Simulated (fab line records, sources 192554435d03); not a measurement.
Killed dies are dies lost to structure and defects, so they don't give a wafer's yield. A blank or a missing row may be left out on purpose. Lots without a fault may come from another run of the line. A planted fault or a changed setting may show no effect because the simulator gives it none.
One fault seen from 3 desks | flow n5_finfet | each desk has only its own numbers; what lay behind them comes last

THE TOOL OWNER'S DESK: pecvd-01
The tool's own readings at N5_MIM_TOP_ETCH_PECVD_03 (deposits SiNx from SiH4/NH3/N2, target thk 20 nm, time 17.6 s): means of the sampled wafers that have a number, for each lot that ran on this tool. A lot is out of limits, marked OUT, if its mean lies more than 4 standard deviations from the usual mean; the brackets give that distance.
Columns: A = heater_power_w at N5_MIM_TOP_ETCH_PECVD_03, usual 788 W; B = showerhead_plenum_p_Torr at N5_MIM_TOP_ETCH_PECVD_03, usual 5.17 Torr; C = throttle_valve_pct at N5_MIM_TOP_ETCH_PECVD_03, usual 39.0 %
lot  | first seen here | A   | B    | C
L150 | day 12 12:41    | 760 | 5.12 | 36.5
L157 | day 14 07:49    | 783 | 5.12 | 36.5
L158 | day 14 15:04    | 790 | 5.15 | 35.3
L172 | day 18 21:16    | 815 | 5.23 | 40.6
This desk's finding: nothing out of limits on any of the 4 lots.

THE METROLOGY DESK
What the gauges read, lot by lot, whatever tool the lot ran on: means of the sampled wafers that have a number. A lot is out of limits, marked OUT, if its mean lies more than 4 standard deviations from the usual mean; the brackets give that distance.
Columns: A = cd_nm at N5_MIM_TOP_LITHO_CD_MEAS_08, usual 2001.5 nm; B = MIM_TOP_OVL at N5_MIM_TOP_LITHO_OVL_MEAS_11, usual -1 nm; C = cd_nm at N5_MIM_BOT_LITHO_CD_MEAS_08, usual 2999.4 nm; D = MIM_BOT_OVL at N5_MIM_BOT_LITHO_OVL_MEAS_11, usual -4 nm
lot  | first seen here | A      | B  | C      | D
L150 | day 12 12:11    | 2002.2 | -2 | 3001.1 | 1
L157 | day 14 07:21    | 2000.3 | 3  | 3000.8 | -1
L158 | day 14 14:36    | 2004.7 | -3 | 2999.3 | -5
L165 | day 16 06:03    | 1999.4 | -3 | 2997.8 | -1
L170 | day 17 02:54    | 1999.7 | 1  | 2999.1 | -6
L172 | day 18 20:46    | 2003.6 | 9  | 3001.7 | -3
This desk's finding: nothing out of limits on any of the 6 lots.

THE DEFECT DESK
What the inspections along the route counted, lot by lot: means of the sampled wafers that have a number. A lot is out of limits, marked OUT, if its mean lies more than 4 standard deviations from the usual mean; the brackets give that distance.
Columns: A = raw_defect_count at N5_MIM_TOP_LITHO_INSPECT_12, usual 1.9; B = raw_defect_count at N5_MIM_BOT_LITHO_INSPECT_12, usual 2.1
lot  | first seen here | A   | B
L150 | day 12 12:15    | 2.7 | 2.3
L157 | day 14 07:24    | 2.0 | 2.0
L158 | day 14 14:39    | 1.3 | 2.0
L165 | day 16 06:07    | 2.0 | 2.7
L170 | day 17 02:57    | 3.3 | 3.3
L172 | day 18 20:49    | 2.3 | 1.7
This desk's finding: nothing out of limits on any of the 6 lots.

PUT TOGETHER
The tool owner's desk saw nothing out of limits.
The metrology desk saw nothing out of limits.
The defect desk saw nothing out of limits.

WHAT THE SIMULATOR HAD PUT IN
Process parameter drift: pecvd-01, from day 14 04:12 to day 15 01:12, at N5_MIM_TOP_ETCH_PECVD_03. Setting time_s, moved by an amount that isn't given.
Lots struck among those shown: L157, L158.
